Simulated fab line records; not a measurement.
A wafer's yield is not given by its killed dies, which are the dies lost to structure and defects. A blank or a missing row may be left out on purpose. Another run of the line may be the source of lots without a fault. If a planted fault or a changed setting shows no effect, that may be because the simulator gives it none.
fab line records	flow n5-finfet
record lots=11	wafers=33	last-day=19
route steps=1938 shown BEOL_M9@1403
lots that met no fault: from a run of the same line without faults
start-h: hours from the record's first day to the start of the lot's first wafer shown	wait-h: time in hours since the lot's previous step	" same as the row above	L1.1+2: one row covering several wafers at once	- no value present, or no start provided	* or withheld: withheld	< > ~ a bound
route shown NAME@n: a module of which the file shows steps, and the number in the route of the first	usual: mean and standard deviation over wafers with no fault	same: alike in all rows	chamber/n: place in a boat	sites: the reading at each site	_std_site: standard deviation of those values	_edge_site: inner sites' mean taken away from outer sites' mean	radius-mm: for every site, how far away it sits from the centre of the wafer	mask NAME#n: copy n	behind: the tool/chamber that last shaped the wafer	hold: why the lot went on hold/how many hours it stayed there/how the hold came to an end	device: which transistor (n, p or np) failed to switch	end of line: the tests these same wafers got at the end of their route	where a step has no rows: the recipe by itself	killed: not the wafer's yield, but the dies lost to structure and defects at the first sort	map: a wafer's dies, x killed, . not, _ none there
set.NAME: the setting the step ran with; set.NAME@STEP: the setting that earlier step ran with	model.NAME: the simulator's own value behind a step, which no gauge read
the route's steps for a sample of lots (tables are steps, rows are wafers)
services: the hour from which a tool's chamber was out of use, counted from the record's first day as start-h (under 0 if before that day), plus the number of hours and why
## steps
# step N5_BEOL_M9_THK_MEAS_01
# recipe reads=SiCOH_lowk_of_BEOL_M9_ILD_DEP_00
# usual M9_ILD_THK=268/3.2
lot.wafer	tool	chamber	start-h	wait-h	M9_ILD_THK[nm]
L839.1	film-metro-02	-	220.37	0.4	267
L839.2	"	-	"	"	264
L839.6	"	-	"	"	268
L842.2	film-metro-01	-	228.16	0.4	265
L842.3	"	-	"	"	264
L842.4	"	-	"	"	268
L844.1	film-metro-02	-	255.75	0.4	265
L844.3	"	-	"	"	269
L844.5	"	-	"	"	270
L848.2	film-metro-01	-	284.09	0.4	268
L848.3	"	-	"	"	268
L848.5	"	-	"	"	276
L850.1	film-metro-02	-	301.89	0.4	264
L850.2	"	-	"	"	268
L850.5	"	-	"	"	269
L851.1	film-metro-01	-	320.55	0.8	266
L851.3	"	-	"	"	262
L851.4	"	-	"	"	265
L855.1	film-metro-01	-	337.03	0.4	269
L855.2	"	-	"	"	270
L855.3	"	-	"	"	267
L861.2	film-metro-01	-	346.28	0.4	266
L861.3	"	-	"	"	271
L861.5	"	-	"	"	271
L858.1	film-metro-01	-	347.21	0.4	266
L858.4	"	-	"	"	269
L858.5	"	-	"	"	270
L862.3	film-metro-02	-	366.30	0.3	265
L862.5	"	-	"	"	268
L862.6	"	-	"	"	271
L860.2	film-metro-01	-	389.64	0.7	262
L860.3	"	-	"	"	261
L860.5	"	-	"	"	269
# step N5_BEOL_M9_STRIP_67
# recipe chemistry=CF4	resist=SiARC	power-w=300	bias-power-w=75	pressure-mtorr=50	cf4-flow-sccm=150	rf-frequency-hz=6e+07
# usual bias-power-w=75.02/0.21	drypump-motor-current-A=5.5/0.49	oes-product-au=0.81/0.089	rf-vpp-V=271.3/1.6	showerhead-plenum-p-Torr=1.80/0.062	throttle-valve-pct=13.53/0.19
lot.wafer	tool	chamber	start-h	wait-h	bias-power-w	drypump-motor-current-A	oes-product-au	rf-hours-counter-h	rf-vpp-V	showerhead-plenum-p-Torr	throttle-valve-pct
L839.1	rie-diel-06	1	221.84	0.0	75.25	5.1	0.70	236	268.7	1.70	13.95
L839.2	"	3	"	"	75.07	5.4	0.86	50	273.7	1.89	13.18
L839.6	"	1	"	"	75.13	5.1	0.70	-	269.4	1.70	13.94
L842.2	rie-diel-02	1	230.42	0.0	75.19	5.0	0.69	248	272.6	1.84	13.81
L842.3	"	2	"	"	75.34	5.7	0.72	188	271.4	1.86	13.58
L842.4	"	0	"	"	75.28	4.7	0.97	9	271.9	1.83	13.36
L844.1	rie-diel-03	2	258.57	0.0	75.08	6.4	0.69	248	271.5	1.84	13.93
L844.3	"	0	"	"	74.74	5.5	0.75	157	271.7	1.79	13.65
L844.5	"	2	"	"	74.97	6.3	0.69	-	271.9	1.84	13.92
L848.2	rie-diel-02	0	287.59	0.0	75.33	4.7	0.92	26	272.6	1.83	13.38
L848.3	"	3	"	"	75.27	5.9	0.71	178	271.4	1.79	13.49
L848.5	"	0	"	"	75.64	4.6	0.93	-	270.8	1.83	13.39
L850.1	rie-diel-06	2	304.11	0.0	75.12	6.2	0.76	156	268.0	1.66	13.57
L850.2	"	3	"	"	74.81	5.4	0.83	73	271.7	1.89	13.23
L850.5	"	1	"	"	75.23	5.1	0.93	-	273.4	1.91	13.43
L851.1	rie-diel-02	3	321.99	0.0	74.88	5.9	0.70	188	270.9	1.79	13.51
L851.3	"	1	"	"	75.01	5.0	0.93	14	271.5	1.83	13.27
L851.4	"	0	"	"	74.96	4.7	0.92	35	272.0	1.83	13.41
L855.1	rie-diel-03	0	338.10	0.0	74.56	5.5	0.73	188	270.5	1.78	13.75
L855.2	"	3	"	"	75.06	5.9	0.72	205	274.0	1.78	13.76
L855.3	"	2	"	"	74.78	6.3	0.94	6	271.3	1.83	13.38
L861.2	rie-diel-03	1	348.14	0.0	74.71	5.6	0.83	91	272.5	1.81	13.54
L861.3	"	2	"	"	74.92	6.3	0.93	9	272.2	1.83	13.37
L861.5	"	2	"	"	75.17	6.3	0.94	-	271.8	1.83	13.38
L858.1	rie-diel-03	0	348.50	0.0	75.02	5.5	0.72	191	271.7	1.78	13.75
L858.4	"	3	"	"	75.05	5.9	0.71	208	269.5	1.78	13.76
L858.5	"	0	"	"	75.13	5.5	0.73	-	271.0	1.78	13.73
L862.3	rie-diel-06	0	369.89	0.0	75.33	5.9	0.84	84	269.7	1.74	13.58
L862.5	"	0	"	"	75.19	5.9	0.83	-	270.5	1.74	13.59
L862.6	"	3	"	"	75.43	5.4	0.81	-	274.1	1.88	13.26
L860.2	rie-diel-02	2	391.24	0.0	75.19	5.6	0.69	233	270.3	1.84	13.67
L860.3	"	3	"	"	75.12	5.9	0.69	211	271.3	1.78	13.55
L860.5	"	0	"	"	75.45	4.7	0.87	-	272.6	1.82	13.45
# step N5_BEOL_M9_STRIP_19
# recipe chemistry=O2	power-w=400	temp-c=40	pressure-mtorr=30	rf-frequency-hz=6e+07	bias-power-w=0	overash-fraction=0.2	o2-flow-sccm=225
# usual drypump-motor-current-A=5.6/0.46	o2-flow-sccm=225.1/0.65	oes-product-au=0.80/0.095	rf-vpp-V=3.6/0.63	showerhead-plenum-p-Torr=2.12/0.069	throttle-valve-pct=16.66/0.17
# same bias-power-w=0
lot.wafer	tool	chamber	start-h	wait-h	drypump-motor-current-A	o2-flow-sccm	oes-product-au	rf-hours-counter-h	rf-vpp-V	showerhead-plenum-p-Torr	throttle-valve-pct
L839.1	rie-diel-02	3	222.15	0.1	5.9	225.0	0.72	159	4.3	2.09	16.46
L839.2	"	1	"	"	5.1	225.7	0.69	246	2.7	2.16	16.85
L839.6	"	2	"	"	5.6	225.7	0.71	-	4.2	2.18	16.62
L842.2	rie-diel-02	3	230.58	0.1	5.9	224.3	0.73	162	5.2	2.09	16.47
L842.3	"	0	"	"	4.6	225.9	0.99	9	4.0	2.16	16.56
L842.4	"	2	"	"	5.6	224.8	0.72	188	3.0	2.18	16.62
L844.1	rie-diel-03	2	258.99	0.3	6.4	224.2	0.69	248	2.6	2.16	17.00
L844.3	"	1	"	"	5.6	224.4	0.88	58	2.7	2.12	16.54
L844.5	"	2	"	"	6.4	225.4	0.70	-	2.8	2.16	16.99
L848.2	rie-diel-06	0	287.74	0.1	5.8	224.8	0.88	61	2.7	2.04	16.67
L848.3	"	3	"	"	5.4	225.4	0.83	70	2.4	2.22	16.33
L848.5	"	1	"	"	5.1	224.5	0.95	-	4.3	2.25	16.59
L850.1	rie-diel-06	2	304.27	0.1	6.2	223.9	0.76	156	3.8	1.93	16.68
L850.2	"	0	"	"	5.9	225.1	0.86	65	3.6	2.04	16.64
L850.5	"	2	"	"	6.2	225.1	0.76	-	3.4	1.93	16.68
L851.1	rie-diel-02	3	322.15	0.1	5.9	223.8	0.70	188	3.8	2.08	16.50
L851.3	"	2	"	"	5.6	225.6	0.71	215	2.8	2.17	16.67
L851.4	"	1	"	"	5.1	225.7	0.94	14	3.2	2.15	16.40
L855.1	rie-diel-03	1	338.25	0.1	5.6	224.2	0.85	88	3.7	2.11	16.59
L855.2	"	0	"	"	5.5	224.3	0.72	188	3.7	2.10	16.89
L855.3	"	2	"	"	6.3	225.2	0.95	6	4.4	2.15	16.54
L861.2	rie-diel-02	0	348.29	0.1	4.7	223.9	0.91	43	4.5	2.14	16.61
L861.3	"	2	"	"	5.6	224.6	0.70	222	3.3	2.16	16.69
L861.5	"	2	"	"	5.7	225.7	0.69	-	2.8	2.16	16.69
L858.1	rie-diel-02	0	348.65	0.1	4.7	225.5	0.91	44	3.0	2.14	16.62
L858.4	"	1	"	"	5.0	224.9	0.91	23	4.0	2.15	16.40
L858.5	"	2	"	"	5.7	224.3	0.69	-	4.1	2.16	16.67
L862.3	rie-diel-03	3	370.04	0.1	5.9	225.0	0.71	215	3.8	2.08	16.82
L862.5	"	1	"	"	5.6	225.8	0.84	-	4.1	2.11	16.60
L862.6	"	2	"	"	6.3	226.3	0.93	-	3.6	2.15	16.57
L860.2	rie-diel-06	2	391.39	0.1	6.2	225.1	0.74	177	3.7	1.92	16.72
L860.3	"	3	"	"	5.4	225.6	0.80	98	1.9	2.21	16.41
L860.5	"	1	"	"	5.1	224.4	0.86	-	3.7	2.24	16.67
# step N5_BEOL_M9_COAT_75
# recipe resist=underlayer	temp-c=205	time-s=60	spin-rpm=1500	resist-thk-nm=5
# usual run-length-s=66.02/0.19
lot.wafer	tool	chamber	start-h	wait-h	run-length-s
L839.1	litho-track-02	0	222.80	-	65.93
L839.2	"	0	"	"	66.09
L839.6	"	0	"	"	66.09
L842.2	litho-track-03	0	231.85	-	66.01
L842.3	"	0	"	"	66.40
L842.4	"	0	"	"	66.14
L844.1	litho-track-04	0	260.97	-	65.78
L844.3	"	0	"	"	65.85
L844.5	"	0	"	"	65.94
L848.2	litho-track-04	0	289.05	-	66.06
L848.3	"	0	"	"	81.00
L848.5	"	0	"	"	65.82
L850.1	litho-track-04	0	307.06	-	81.07
L850.2	"	0	"	"	65.68
L850.5	"	0	"	"	65.76
L851.1	litho-track-02	0	323.21	-	66.17
L851.3	"	0	"	"	66.01
L851.4	"	0	"	"	66.18
L855.1	litho-track-02	0	341.21	-	66.02
L855.2	"	0	"	"	65.95
L855.3	"	0	"	"	65.96
L861.2	litho-track-02	0	349.13	-	65.92
L861.3	"	0	"	"	65.97
L861.5	"	0	"	"	66.12
L858.1	litho-track-02	0	349.21	-	66.14
L858.4	"	0	"	"	66.29
L858.5	"	0	"	"	66.01
L862.3	litho-track-02	0	371.58	-	66.22
L862.5	"	0	"	"	66.27
L862.6	"	0	"	"	65.94
L860.2	litho-track-04	0	391.51	-	65.73
L860.3	"	0	"	"	65.96
L860.5	"	0	"	"	65.79
## services
tool	chamber	start-h	hours	kind
rie-diel-03	-	210.92	0.5	repair
rie-diel-03	2	224.74	5.5	repair
rie-diel-02	1	235.50	-	clean
rie-diel-02	1	235.50	-	consumable-replace:focus-ring
rie-diel-02	1	235.50	16.7	scheduled-down
rie-diel-02	1	235.50	16.7	vent-cycle
rie-diel-03	3	237.13	57.4	repair
rie-diel-02	-	254.90	8.1	repair
rie-diel-06	1	265.26	-	clean
rie-diel-06	1	265.26	-	consumable-replace:focus-ring
rie-diel-06	1	265.26	-	consumable-replace:showerhead
rie-diel-06	1	265.26	13.6	scheduled-down
rie-diel-06	1	265.26	13.6	vent-cycle
litho-track-04	-	271.67	-	consumable-replace:filter
rie-diel-03	2	295.05	-	clean
rie-diel-03	2	295.05	-	consumable-replace:focus-ring
rie-diel-03	2	295.05	24.5	scheduled-down
rie-diel-03	2	295.05	24.5	vent-cycle
rie-diel-02	1	296.22	11.3	repair
rie-diel-03	0	358.06	7.0	repair
rie-diel-02	2	368.36	7.7	repair
rie-diel-06	2	374.95	7.2	repair
## key
first-sign step=N5_BEOL_M9_COAT_75	reading=run-length-s	direction=up	sigmas=78	usual=*	struck=*
effect none on later readings
met-at N5_BEOL_M9_COAT_75
struck-lots L848,L850
struck-wafers L848.3,L850.1
not-acting-at N5_BEOL_M9_THK_MEAS_01,N5_BEOL_M9_STRIP_67,N5_BEOL_M9_STRIP_19
onset-between 260.97 289.05
fault kind=process-parameter-drift	tool=litho-track-04	chamber=-	onset-h=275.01	steps=N5_BEOL_M9_COAT_75	channel=time-s	offset=*	shape=step	end-h=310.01	scope=struck-wafers-only	acts-in=*	stated=*
